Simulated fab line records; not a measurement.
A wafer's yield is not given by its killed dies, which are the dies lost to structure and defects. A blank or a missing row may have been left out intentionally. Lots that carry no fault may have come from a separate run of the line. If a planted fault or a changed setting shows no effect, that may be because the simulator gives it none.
fab line records    flow n5-finfet
record: lots: 7  wafers: 39
route steps=1938 shown ZERO_LAYER@4 FIN_SAQP@100 BEOL_M0_SAQP@640 BEOL_M1@794 BEOL_M4@1037
start-h: hours from the record's first day to the start of the lot's first wafer shown    wait-h: hours elapsed since this lot's preceding step    " as in the row above    L1.1+2: a row that stands for several wafers    - no value, or no start was given    * or withheld: withheld    < > ~ a bound
route shown NAME@n: names a module that has steps shown in the file, with the first one's number in the route    usual: mean and standard deviation over wafers with no fault    same: alike in all rows    chamber/n: place in a boat    sites: readings site by site    _std_site: standard deviation across them    _edge_site: inner sites' mean taken away from outer sites' mean    radius-mm: for every site, how far away it sits from the centre of the wafer    mask NAME#n: copy n    behind: the last tool/chamber to shape the wafer    hold: why the lot was held/for how many hours/how that ended    device: whichever transistor did not switch (one of n, p or np)    end of line: at the end of the route, the tests of the same wafers    a step given without rows: its recipe and nothing more    killed: dies lost to structure and defects at the first sort, not the wafer's yield    map: a wafer's dies, marking killed ones x, the rest . and places with no die _
set.NAME: the setting that was run; set.NAME@STEP: the one run at that earlier step    model.NAME: the simulator's own value behind a step, which no gauge read
one table per step and one row per wafer, for lots whose settings were changed on purpose
== steps ==
step: N5_ZERO_LAYER_PECVD_02
recipe: material: SiO2  target-thk-a: 100  temp-c: 400  precursor: SiH4/N2O  pressure-torr: 0.75  rf-w: 275  time-s: 6
lot.wafer  tool      chamber  start-h  wait-h  set.time-s  model.SiO2_of_ZERO_LAYER_PECVD_02.thk-nm
L076.1     pecvd-03  1        24.28    0.0     6           9.847
L076.2     "         0        "        "       6           9.916
L076.3     "         1        "        "       4.575       7.686
L076.4     "         0        "        "       4.575       7.559
L076.5     "         1        "        "       6           10.16
L076.6     "         0        "        "       4.575       7.593
L079.1     pecvd-04  2        42.29    0.0     6           9.892
L079.2     "         1        "        "       2.814       4.679
L079.3     "         0        "        "       2.814       4.627
L079.4     "         2        "        "       2.814       4.725
L079.5     "         1        "        "       6           9.992
L079.6     "         0        "        "       6           9.917
L091.2     pecvd-03  0        114.30   0.0     6           9.491
L091.4     "         2        "        "       6           10.05
L091.5     "         1        "        "       6           9.968
L092.1     pecvd-02  0        120.28   0.0     6           9.787
L092.2     "         2        "        "       6           9.929
L092.3     "         1        "        "       6           9.83
L092.4     "         1        "        "       6           9.939
L092.5     "         0        "        "       6           10.09
L092.6     "         2        "        "       6           10.1
L094.1     pecvd-02  1        132.28   0.0     6           10.05
L094.2     "         0        "        "       6           10.19
L094.3     "         2        "        "       4.515       7.612
L094.4     "         2        "        "       4.515       7.973
L094.5     "         0        "        "       4.515       7.978
L094.6     "         1        "        "       6           10.11
L096.1     pecvd-03  1        144.29   0.0     6           9.857
L096.2     "         0        "        "       6           9.802
L096.3     "         2        "        "       6           9.923
L096.4     "         1        "        "       6           10.13
L096.5     "         0        "        "       6           9.804
L096.6     "         2        "        "       6           10.04
L097.1     pecvd-04  0        150.29   0.0     6           9.912
L097.2     "         1        "        "       6           9.753
L097.3     "         2        "        "       6           9.875
L097.4     "         0        "        "       6           10.03
L097.5     "         2        "        "       6           9.981
L097.6     "         1        "        "       6           9.947
step: N5_FIN_SAQP_PECVD_06
recipe: material: a-Si  target-thk-a: 600  temp-c: 400  precursor: SiH4/He  pressure-torr: 3  rf-w: 100  time-s: 48.1
lot.wafer  tool      chamber  start-h  wait-h  set.time-s  model.a-Si_of_FIN_SAQP_PECVD_06.thk-nm
L076.1     pecvd-01  1        33.44    0.0     21.31       25.5
L076.2     "         2        "        "       48.1        58.63
L076.3     "         0        "        "       48.1        59.54
L076.4     "         2        "        "       48.1        59.99
L076.5     "         1        "        "       21.31       26.59
L076.6     "         0        "        "       21.31       25.72
L079.1     pecvd-01  0        52.70    0.0     48.1        59.45
L079.2     "         1        "        "       64.16       80.29
L079.3     "         2        "        "       48.1        59.99
L079.4     "         2        "        "       48.1        60.51
L079.5     "         0        "        "       64.16       81.34
L079.6     "         1        "        "       64.16       81.55
L091.2     pecvd-04  1        122.93   0.0     48.1        59.13
L091.4     "         2        "        "       48.1        61.67
L091.5     "         1        "        "       48.1        60.64
L092.1     pecvd-02  1        131.39   0.0     48.1        58.41
L092.2     "         0        "        "       22.46       25.69
L092.3     "         2        "        "       48.1        56.64
L092.4     "         2        "        "       22.46       26.05
L092.5     "         1        "        "       22.46       25.88
L092.6     "         0        "        "       48.1        59.11
L094.1     pecvd-04  1        141.04   0.0     48.1        59.66
L094.2     "         2        "        "       35.5        44.21
L094.3     "         0        "        "       48.1        59.23
L094.4     "         0        "        "       48.1        60.21
L094.5     "         2        "        "       35.5        44.44
L094.6     "         1        "        "       35.5        44.38
L096.1     pecvd-01  0        153.64   0.0     48.1        60.16
L096.2     "         2        "        "       31.84       40.08
L096.3     "         1        "        "       31.84       39.19
L096.4     "         2        "        "       31.84       39.89
L096.5     "         1        "        "       48.1        60.88
L096.6     "         0        "        "       48.1        61.33
L097.1     pecvd-04  1        159.34   0.0     31.81       38.83
L097.2     "         2        "        "       48.1        60.27
L097.3     "         0        "        "       31.81       38.32
L097.4     "         1        "        "       48.1        60.7
L097.5     "         0        "        "       48.1        59.85
L097.6     "         2        "        "       31.81       39.3
step: N5_FIN_SAQP_THK_MEAS_07
usual: thk-nm: 59.8/0.89
lot.wafer  tool           chamber  start-h  wait-h  set.time-s@FIN_SAQP_PECVD_06  thk-nm
L076.1     film-metro-02  -        33.52    0.1     21.31                         25.5
L076.2     "              -        "        "       48.1                          58.6
L076.3     "              -        "        "       48.1                          59.6
L076.4     "              -        "        "       48.1                          60.0
L076.5     "              -        "        "       21.31                         26.5
L076.6     "              -        "        "       21.31                         25.7
L079.1     film-metro-02  -        52.79    0.1     48.1                          59.5
L079.2     "              -        "        "       64.16                         80.3
L079.3     "              -        "        "       48.1                          60.0
L079.4     "              -        "        "       48.1                          60.5
L079.5     "              -        "        "       64.16                         81.4
L079.6     "              -        "        "       64.16                         81.5
L091.2     film-metro-01  -        123.05   0.1     48.1                          59.1
L091.4     "              -        "        "       48.1                          61.7
L091.5     "              -        "        "       48.1                          60.6
L092.1     film-metro-02  -        131.48   0.1     48.1                          58.4
L092.2     "              -        "        "       22.46                         25.7
L092.3     "              -        "        "       48.1                          56.6
L092.4     "              -        "        "       22.46                         26.0
L092.5     "              -        "        "       22.46                         25.8
L092.6     "              -        "        "       48.1                          59.1
L094.1     film-metro-01  -        141.12   0.1     48.1                          59.7
L094.2     "              -        "        "       35.5                          44.2
L094.3     "              -        "        "       48.1                          59.2
L094.4     "              -        "        "       48.1                          60.2
L094.5     "              -        "        "       35.5                          44.4
L094.6     "              -        "        "       35.5                          44.4
L096.1     film-metro-02  -        153.73   0.1     48.1                          60.1
L096.2     "              -        "        "       31.84                         40.1
L096.3     "              -        "        "       31.84                         39.2
L096.4     "              -        "        "       31.84                         39.9
L096.5     "              -        "        "       48.1                          60.9
L096.6     "              -        "        "       48.1                          61.4
L097.1     film-metro-02  -        159.43   0.1     31.81                         38.8
L097.2     "              -        "        "       48.1                          60.2
L097.3     "              -        "        "       31.81                         38.4
L097.4     "              -        "        "       48.1                          60.7
L097.5     "              -        "        "       48.1                          59.9
L097.6     "              -        "        "       31.81                         39.3
step: N5_FIN_SAQP_HM_DEP_72
recipe: material: SiO2  target-thk-a: 120  temp-c: 400  precursor: SiH4/N2O  pressure-torr: 0.75  rf-w: 275  time-s: 7.2
step: N5_FIN_SAQP_COAT_49
recipe: resist: SOC  temp-c: 250  time-s: 60  spin-rpm: 1500  resist-thk-nm: 100
step: N5_FIN_SAQP_HM_OPEN_73
recipe: chemistry: CHF3/O2  target: SiO2  stop-on: a-Si  target-depth-a: 120  over-etch-frac: 1.8  mask-material: SOC  time-s: 16.8  pressure-mtorr: 30  source-w: 650  bias-w: 170  Ar_flow_sccm: 200  CHF3_flow_sccm: 50  O2_flow_sccm: 5  ion-energy-ev: 200  ends: end-point
step: N5_FIN_SAQP_STRIP_74
recipe: chemistry: CHF3/O2  resist: SiARC  rf-frequency-hz: 6e+07
step: N5_FIN_SAQP_MANDREL_ETCH_22
recipe: target-depth-a: 600  chemistry: HBr/Cl2  target: a-Si  stop-on: SiNx  bt-time-s: 10  over-etch-frac: 0.5  time-s: 30  pressure-mtorr: 10  icp-w: 800  bias-w: 75  HBr_flow_sccm: 150  Cl2_flow_sccm: 80  ends: end-point
usual: oes-product-au: 0.771/0.012
lot.wafer  tool       chamber  start-h  wait-h  set.time-s@FIN_SAQP_PECVD_06  oes-product-au  model.etch.depth-nm
L076.1     rie-si-05  2        34.45    0.0     21.31                         0.505           25.41
L076.2     "          3        "        "       48.1                          0.751           58.63
L076.3     "          0        "        "       48.1                          0.770           59.54
L076.4     "          1        "        "       48.1                          0.763           59.96
L076.5     "          2        "        "       21.31                         0.515           26.49
L076.6     "          3        "        "       21.31                         0.500           25.69
L079.1     rie-si-05  2        53.68    0.0     48.1                          0.777           59.45
L079.2     "          0        "        "       64.16                         0.935           80.23
L079.3     "          1        "        "       48.1                          0.772           59.95
L079.4     "          3        "        "       48.1                          0.763           60.51
L079.5     "          0        "        "       64.16                         0.941           81.34
L079.6     "          1        "        "       64.16                         0.925           81.55
L091.2     rie-si-05  0        124.74   0.0     48.1                          0.769           59.09
L091.4     "          2        "        "       48.1                          0.786           61.61
L091.5     "          3        "        "       48.1                          0.773           60.64
L092.1     rie-si-01  0        132.35   0.0     48.1                          0.768           58.32
L092.2     "          1        "        "       22.46                         0.504           25.69
L092.3     "          1        "        "       48.1                          0.745           56.64
L092.4     "          0        "        "       22.46                         0.520           26.01
L092.5     "          1        "        "       22.46                         0.504           25.85
L092.6     "          0        "        "       48.1                          0.777           59.11
L094.1     rie-si-03  1        141.86   0.0     48.1                          0.765           59.61
L094.2     "          0        "        "       35.5                          0.661           44.21
L094.3     "          2        "        "       48.1                          0.784           59.23
L094.4     "          3        "        "       48.1                          0.778           60.21
L094.5     "          0        "        "       35.5                          0.665           44.44
L094.6     "          3        "        "       35.5                          0.644           44.33
L096.1     rie-si-03  0        154.73   0.0     48.1                          0.782           60.16
L096.2     "          2        "        "       31.84                         0.634           40.08
L096.3     "          1        "        "       31.84                         0.606           39.14
L096.4     "          3        "        "       31.84                         0.618           39.89
L096.5     "          3        "        "       48.1                          0.774           60.88
L096.6     "          2        "        "       48.1                          0.794           61.33
L097.1     rie-si-03  3        160.34   0.0     31.81                         0.607           38.83
L097.2     "          2        "        "       48.1                          0.790           60.18
L097.3     "          1        "        "       31.81                         0.595           38.28
L097.4     "          0        "        "       48.1                          0.781           60.7
L097.5     "          2        "        "       48.1                          0.793           59.85
L097.6     "          3        "        "       31.81                         0.603           39.21
step: N5_BEOL_M0_SAQP_HM_DEP_111
recipe: material: SiO2  target-thk-a: 120  temp-c: 400  precursor: SiH4/N2O  pressure-torr: 0.75  rf-w: 275  time-s: 7.2
lot.wafer   tool      chamber  start-h  wait-h  set.target-thk-a  model.SiO2_of_BEOL_M0_SAQP_HM_DEP_111.thk-nm
L076.1+2    pecvd-04  0,2      115.10   0.0     120               11.8
L076.3+5    "         1,0      "        "       96.86             9.8
L076.4      "         2        "        "       120               12
L076.6      "         1        "        "       96.86             10
L079.1      pecvd-01  1        137.79   0.0     120               11.8
L079.2+5    "         2,1      "        "       120               12
L079.3+4    "         2,1      "        "       171.3             17
L079.6      "         2        "        "       171.3             17.4
L091.2      pecvd-03  0        208.83   0.0     120               12.2
L091.4      "         1        "        "       120               12
L091.5      "         0        "        "       120               12.4
L092.1+5    pecvd-03  0        215.56   0.0     120               12.2
L092.2+3    "         2,1      "        "       81.3              8.2
L092.4      "         1        "        "       120               12
L092.6      "         2        "        "       81.3              8.6
L094.1+3    pecvd-01  0        229.82   0.0     120               12
L094.2      "         1        "        "       120               11.8
L094.4+5+6  "         1,0,1    "        "       120               12.2
L096.1      pecvd-03  0        240.51   0.0     120               12
L096.2      "         2        "        "       80.54             8.2
L096.3      "         1        "        "       80.54             7.8
L096.4+5    "         1,2      "        "       120               12.2
L096.6      "         0        "        "       80.54             8.4
L097.1      pecvd-03  1        244.46   0.0     120               11.8
L097.2+4    "         0,1      "        "       120               12
L097.3      "         2        "        "       120               12.2
L097.5+6    "         0,2      "        "       120               12.4
step: N5_BEOL_M0_SAQP_COAT_81
recipe: resist: SOC  temp-c: 250  time-s: 60  spin-rpm: 1500  resist-thk-nm: 100
step: N5_BEOL_M0_SAQP_COAT_82
recipe: resist: SiARC  temp-c: 220  time-s: 60  spin-rpm: 1500  resist-thk-nm: 30
step: N5_BEOL_M0_SAQP_ETCH_84
recipe: chemistry: N2/H2  target: SOC  target-depth-a: 1000  overetch-a: 200  mask-material: SiARC  temp-c: 40  time-s: 150  ion-energy-ev: 200  pressure-mtorr: 30  source-w: 840  bias-w: 150  n2-flow-sccm: 200  h2-flow-sccm: 200
step: N5_BEOL_M0_SAQP_STRIP_80
recipe: chemistry: N2/H2  temp-c: 40  n2-flow-sccm: 200  h2-flow-sccm: 200  rf-frequency-hz: 6e+07
step: N5_BEOL_M0_SAQP_HM_OPEN_112
recipe: chemistry: CHF3/O2  target: SiO2  stop-on: a-Si  target-depth-a: 120  over-etch-frac: 1.25  mask-material: SOC  time-s: 13.5  pressure-mtorr: 30  source-w: 650  bias-w: 170  Ar_flow_sccm: 200  CHF3_flow_sccm: 50  O2_flow_sccm: 5  ion-energy-ev: 200  ends: end-point
lot.wafer  tool         chamber  start-h  wait-h  set.target-thk-a@BEOL_M0_SAQP_HM_DEP_111  model.etch.depth-nm
L076.1     rie-diel-04  2        115.70   0.0     120                                       11.82
L076.2     "            0        "        "       120                                       11.77
L076.3     "            1        "        "       96.86                                     9.787
L076.4     "            3        "        "       120                                       12.03
L076.5     "            3        "        "       96.86                                     9.811
L076.6     "            2        "        "       96.86                                     9.999
L079.1     rie-diel-04  2        138.42   0.0     120                                       11.76
L079.2     "            1        "        "       120                                       11.91
L079.3     "            3        "        "       171.3                                     17.03
L079.4     "            2        "        "       171.3                                     17.08
L079.5     "            1        "        "       120                                       12
L079.6     "            3        "        "       171.3                                     17.3
L091.2     rie-diel-05  0        209.57   0.0     120                                       12.22
L091.4     "            3        "        "       120                                       11.96
L091.5     "            0        "        "       120                                       12.31
L092.1     rie-diel-05  2        216.51   0.0     120                                       12.16
L092.2     "            1        "        "       81.3                                      8.17
L092.3     "            0        "        "       81.3                                      8.141
L092.4     "            3        "        "       120                                       12.09
L092.5     "            3        "        "       120                                       12.21
L092.6     "            2        "        "       81.3                                      8.585
L094.1     rie-diel-03  1        230.57   0.0     120                                       11.9
L094.2     "            3        "        "       120                                       11.88
L094.3     "            2        "        "       120                                       12.08
L094.4     "            0        "        "       120                                       12.11
L094.5     "            1        "        "       120                                       12.15
L094.6     "            2        "        "       120                                       12.18
L096.1     rie-diel-03  1        241.24   0.0     120                                       12.01
L096.2     "            3        "        "       80.54                                     8.105
L096.3     "            0        "        "       80.54                                     7.859
L096.4     "            2        "        "       120                                       12.26
L096.5     "            0        "        "       120                                       12.28
L096.6     "            3        "        "       80.54                                     8.313
L097.1     rie-diel-04  3        245.06   0.0     120                                       11.89
L097.2     "            2        "        "       120                                       11.97
L097.3     "            0        "        "       120                                       12.17
L097.4     "            1        "        "       120                                       12.08
L097.5     "            1        "        "       120                                       12.35
L097.6     "            2        "        "       120                                       12.36
step: N5_BEOL_M1_ETCH_70
recipe: chemistry: N2/H2  target: SOC  target-depth-a: 800  overetch-a: 160  mask-material: SiARC  temp-c: 40  time-s: 120  ion-energy-ev: 200  pressure-mtorr: 30  source-w: 840  bias-w: 150  n2-flow-sccm: 200  h2-flow-sccm: 200
lot.wafer  tool         chamber  start-h  wait-h  set.time-s  model.etch.depth-nm  model.SiARC_of_BEOL_M1_COAT_68.thk-nm
L076.1     rie-diel-04  1        129.99   0.0     120         59.89                6.4
L076.2     "            0        "        "       54.54       44.42                9.4
L076.3     "            3        "        "       54.54       42.47                9.4
L076.4     "            2        "        "       120         59.95                6.4
L076.5     "            0        "        "       54.54       44.25                9.4
L076.6     "            1        "        "       120         59.91                6.4
L079.1     rie-diel-05  3        154.05   0.0     168.6       59.99                3.8
L079.2     "            2        "        "       168.6       59.82                4.4
L079.3     "            1        "        "       120         59.84                6.4
L079.4     "            1        "        "       120         59.96                6.4
L079.5     "            2        "        "       120         60.16                6.6
L079.6     "            3        "        "       168.6       60.07                3.8
L091.2     rie-diel-04  1        224.83   0.0     120         60.08                6.4
L091.4     "            2        "        "       120         59.98                6.6
L091.5     "            2        "        "       120         60.1                 6.6
L092.1     rie-diel-04  3        233.71   0.0     55.6        43.87                9.4
L092.2     "            2        "        "       120         59.78                6.4
L092.3     "            0        "        "       120         59.75                6.2
L092.4     "            1        "        "       55.6        45.73                9.2
L092.5     "            3        "        "       120         59.92                6.4
L092.6     "            0        "        "       55.6        45.12                9.4
L094.1     rie-diel-04  1        246.82   0.0     81.33       59.48                8.2
L094.2     "            0        "        "       120         59.64                6.2
L094.3     "            2        "        "       81.33       59.43                8.2
L094.4     "            3        "        "       120         59.63                6.6
L094.5     "            1        "        "       81.33       59.49                8.2
L094.6     "            0        "        "       120         59.58                6.4
L096.1     rie-diel-05  3        259.55   0.0     120         59.98                6.2
L096.2     "            0        "        "       120         59.91                6.4
L096.3     "            2        "        "       120         59.79                6.6
L096.4     "            1        "        "       186.7       59.77                3.4
L096.5     "            0        "        "       186.7       59.95                3.2
L096.6     "            1        "        "       186.7       59.92                3.4
L097.1     rie-diel-03  0        266.43   0.0     120         59.91                6.4
L097.2     "            2        "        "       120         59.84                6.4
L097.3     "            3        "        "       154.9       59.74                4.6
L097.4     "            1        "        "       154.9       59.86                4.6
L097.5     "            3        "        "       154.9       59.97                4.8
L097.6     "            0        "        "       120         59.7                 6.4
step: N5_BEOL_M1_STRIP_71
recipe: chemistry: N2/H2  temp-c: 40  n2-flow-sccm: 200  h2-flow-sccm: 200  rf-frequency-hz: 6e+07
step: N5_BEOL_M1_STRIP_78
recipe: chemistry: N2/H2  temp-c: 40  n2-flow-sccm: 200  h2-flow-sccm: 200  rf-frequency-hz: 6e+07
step: N5_BEOL_M1_VIA_ETCH_34
recipe: chemistry: C4F6/O2  target-depth-a: 678  mask-material: SOC  pressure-mtorr: 15  ion-energy-ev: 250  taper-deg: 4  time-s: 64.4  source-w: 350  bias-w: 170  Ar_flow_sccm: 300  C4F6_flow_sccm: 10  O2_flow_sccm: 10
lot.wafer  tool         chamber  start-h  wait-h  set.time-s@BEOL_M1_ETCH_70  model.BEOL_M1.cd-nm
L076.1     rie-diel-04  1        130.09   0.0     120                         18.6
L076.2     "            0        "        "       54.54                       16.6
L076.3     "            3        "        "       54.54                       17
L076.4+6   "            2,1      "        "       120                         18
L076.5     "            0        "        "       54.54                       16.8
L079.1+6   rie-diel-05  3        154.15   0.0     168.6                       18.8
L079.2     "            2        "        "       168.6                       19.2
L079.3     "            1        "        "       120                         18.2
L079.4     "            1        "        "       120                         18
L079.5     "            2        "        "       120                         18.4
L091.2     rie-diel-04  1        224.93   0.0     120                         18.2
L091.4     "            2        "        "       120                         18.6
L091.5     "            2        "        "       120                         18.4
L092.1     rie-diel-04  3        233.81   0.0     55.6                        16.8
L092.2+3   "            2,0      "        "       120                         17.6
L092.4     "            1        "        "       55.6                        16.6
L092.5     "            3        "        "       120                         17.8
L092.6     "            0        "        "       55.6                        16.2
L094.1     rie-diel-04  1        246.92   0.0     81.33                       17.2
L094.2     "            0        "        "       120                         17.4
L094.3+5   "            2,1      "        "       81.33                       17
L094.4     "            3        "        "       120                         18
L094.6     "            0        "        "       120                         17.8
L096.1     rie-diel-05  3        259.65   0.0     120                         18.4
L096.2+3   "            0,2      "        "       120                         18
L096.4     "            1        "        "       186.7                       19.4
L096.5     "            0        "        "       186.7                       19.6
L096.6     "            1        "        "       186.7                       19.8
L097.1     rie-diel-03  0        266.53   0.0     120                         18.2
L097.2     "            2        "        "       120                         18
L097.3+5   "            3        "        "       154.9                       18.8
L097.4     "            1        "        "       154.9                       18.6
L097.6     "            0        "        "       120                         18.4
step: N5_BEOL_M4_DESCUM_16
recipe: chemistry: O2  time-s: 7  source-power-w: 50  bias-power-w: 20  pressure-mtorr: 20  rf-frequency-hz: 2.712e+07  temp-c: 40  resist: CAR-EUV  o2-flow-sccm: 225
lot.wafer   tool         chamber  start-h  wait-h  set.time-s  model.CAR-EUV_of_BEOL_M4_COAT_05.thk-nm
L076.1+3+4  rie-diel-06  1,0,3    156.40   0.3     7           26.2
L076.2      "            2        "        "       8.354       25.6
L076.5+6    "            0,3      "        "       8.354       25.4
L079.1+3+6  rie-diel-01  1,0,0    186.51   0.0     10.19       24.4
L079.2+4    "            3,1      "        "       7           26
L079.5      "            3        "        "       7           25.8
L091.2+4+5  rie-diel-02  3,1,3    250.99   0.0     7           26
L092.1+2+6  rie-diel-06  3,0,2    265.36   0.0     7           26.2
L092.3+4+5  "            1,2,1    "        "       3.613       27.8
L094.1+2    rie-diel-06  2,3      275.29   0.0     10.16       24.4
L094.3+4+6  "            0,1,3    "        "       7           26
L094.5      "            2        "        "       10.16       24.6
L097.1+5+6  rie-diel-06  1,2,3    292.13   0.0     10.78       24.2
L097.2+3    "            0,2      "        "       7           26
L097.4      "            3        "        "       7           26.2
L096.1      rie-diel-01  1        307.66   0.0     7           26.2
L096.2+3+5  "            3,0,0    "        "       5.845       26.6
L096.4+6    "            2,3      "        "       7           26
step: N5_BEOL_M4_ETCH_74
recipe: chemistry: N2/H2  target: underlayer  target-depth-a: 65  mask-material: CAR-EUV  time-s: 5.2  ion-energy-ev: 200  pressure-mtorr: 30  source-w: 840  bias-w: 150  n2-flow-sccm: 200  h2-flow-sccm: 200  ends: cleared
lot.wafer   tool         chamber  start-h  wait-h  set.time-s@BEOL_M4_DESCUM_16  model.CAR-EUV_of_BEOL_M4_COAT_05.thk-nm
L076.1      rie-diel-06  1        156.43   0.0     7                             20.6
L076.2+5+6  "            2,0,3    "        "       8.354                         19.8
L076.3+4    "            0,3      "        "       7                             20.4
L079.1      rie-diel-01  1        186.55   0.0     10.19                         18.8
L079.2      "            3        "        "       7                             20.4
L079.3+6    "            0        "        "       10.19                         18.6
L079.4+5    "            1,3      "        "       7                             20.2
L091.2+5    rie-diel-02  3        251.02   0.0     7                             20.2
L091.4      "            1        "        "       7                             20.4
L092.1+2+6  rie-diel-06  3,0,2    265.40   0.0     7                             20.4
L092.3+5    "            1        "        "       3.613                         22.2
L092.4      "            2        "        "       3.613                         22
L094.1      rie-diel-06  2        275.32   0.0     10.16                         18.6
L094.2+5    "            3,2      "        "       10.16                         18.8
L094.3      "            0        "        "       7                             20.2
L094.4+6    "            1,3      "        "       7                             20.4
L097.1+6    rie-diel-06  1,3      292.17   0.0     10.78                         18.6
L097.2+3+4  "            0,2,3    "        "       7                             20.4
L097.5      "            2        "        "       10.78                         18.4
L096.1      rie-diel-01  1        307.70   0.0     7                             20.4
L096.2+3+5  "            3,0,0    "        "       5.845                         20.8
L096.4+6    "            2,3      "        "       7                             20.2
== key ==
split: step: N5_ZERO_LAYER_PECVD_02  setting: time-s  stated: 6  by: wafer
response: step: N5_ZERO_LAYER_PECVD_02  reading: model.SiO2_of_ZERO_LAYER_PECVD_02.thk-nm  change: +0.0979  per: 1%  r: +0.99
split: step: N5_FIN_SAQP_PECVD_06  setting: time-s  stated: 48.1  by: wafer
response: step: N5_FIN_SAQP_PECVD_06  reading: model.a-Si_of_FIN_SAQP_PECVD_06.thk-nm  change: +0.61  per: 1%  r: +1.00
response: step: N5_FIN_SAQP_THK_MEAS_07  reading: thk-nm  change: *  per: 1%  r: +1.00
response: step: N5_FIN_SAQP_MANDREL_ETCH_22  reading: oes-product-au  change: +0.0048  per: 1%  r: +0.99
response: step: N5_FIN_SAQP_MANDREL_ETCH_22  reading: model.etch.depth-nm  change: +0.611  per: 1%  r: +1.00
split: step: N5_BEOL_M0_SAQP_HM_DEP_111  setting: target-thk-a  stated: 120  by: wafer
response: step: N5_BEOL_M0_SAQP_HM_DEP_111  reading: model.SiO2_of_BEOL_M0_SAQP_HM_DEP_111.thk-nm  change: +0.119  per: 1%  r: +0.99
response: step: N5_BEOL_M0_SAQP_HM_OPEN_112  reading: model.etch.depth-nm  change: +0.121  per: 1%  r: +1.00
split: step: N5_BEOL_M1_ETCH_70  setting: time-s  stated: 120  by: wafer
response: step: N5_BEOL_M1_ETCH_70  reading: model.etch.depth-nm  shape: bent  at-lowest: 43.71  at-stated: 59.87  at-highest: 59.88
response: step: N5_BEOL_M1_ETCH_70  reading: model.SiARC_of_BEOL_M1_COAT_68.thk-nm  change: -0.0564  per: 1%  r: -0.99
response: step: N5_BEOL_M1_VIA_ETCH_34  reading: model.BEOL_M1.cd-nm  change: +0.0229  per: 1%  r: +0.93
split: step: N5_BEOL_M4_DESCUM_16  setting: time-s  stated: 7  by: wafer
response: step: N5_BEOL_M4_DESCUM_16  reading: model.CAR-EUV_of_BEOL_M4_COAT_05.thk-nm  change: -0.034  per: 1%  r: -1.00
response: step: N5_BEOL_M4_ETCH_74  reading: model.CAR-EUV_of_BEOL_M4_COAT_05.thk-nm  change: -0.0351  per: 1%  r: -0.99
